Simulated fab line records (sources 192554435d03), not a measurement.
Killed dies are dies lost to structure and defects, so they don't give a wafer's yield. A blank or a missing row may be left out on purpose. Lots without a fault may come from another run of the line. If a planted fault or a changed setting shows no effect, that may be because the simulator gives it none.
Matching of chambers ; flow n5 finfet ; N5_BEOL_M4_DEP_57 on pecvd-02: 3 sister chambers
The step deposits SiCN from 3MS/NH3, target thk 8 nm, time 14 s. 3 wafers are shown with their chamber, then 12 later ones without.

EACH WAFER AND ITS CHAMBER
wafer;chamber;throttle valve pct (%)
L086.6;2;8.6
L089.3;0;8.7
L089.4;1;9.1

WAFERS WHOSE CHAMBER IS MISSING
wafer;throttle valve pct (%)
L087.1;9.0
L087.3;9.3
L087.6;9.0
L091.3;9.2
L091.5;8.8
L091.6;9.1
L095.2;8.8
L095.3;8.9
L095.4;8.7
L097.2;8.9
L097.4;9.0
L097.5;8.3

THE CHAMBER EACH PASSED THROUGH
wafer;from the rows above;in truth
L087.1;can't be placed: 1 or 0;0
L087.3;1;1
L087.6;can't be placed: 1 or 0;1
L091.3;1;1
L091.5;can't be placed: 0 or 2 or 1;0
L091.6;1;1
L095.2;can't be placed: 0 or 2 or 1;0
L095.3;can't be placed: 1 or 0 or 2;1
L095.4;can't be placed: 0 or 2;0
L097.2;can't be placed: 1 or 0 or 2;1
L097.4;can't be placed: 1 or 0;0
L097.5;can't be placed: 2 or 0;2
Placed correctly: 3 of 12. Not placeable from these rows: 9 (in 9, the candidates include the true chamber). 0 placed wrongly.
How it was worked out, from the rows above alone: a wafer's distance from a chamber is the root of the sum, over the readings, of the square of ((its reading less the chamber's mean) divided by the reading's scatter). The wafer belongs to the nearest chamber; if the next one is less than 2 further off, it can't be placed. A chamber's mean is the mean of its shown wafers. The scatter (one wafer shown for each chamber): square how far every hidden wafer sits from the nearest shown wafer, average those squares and take the square root.
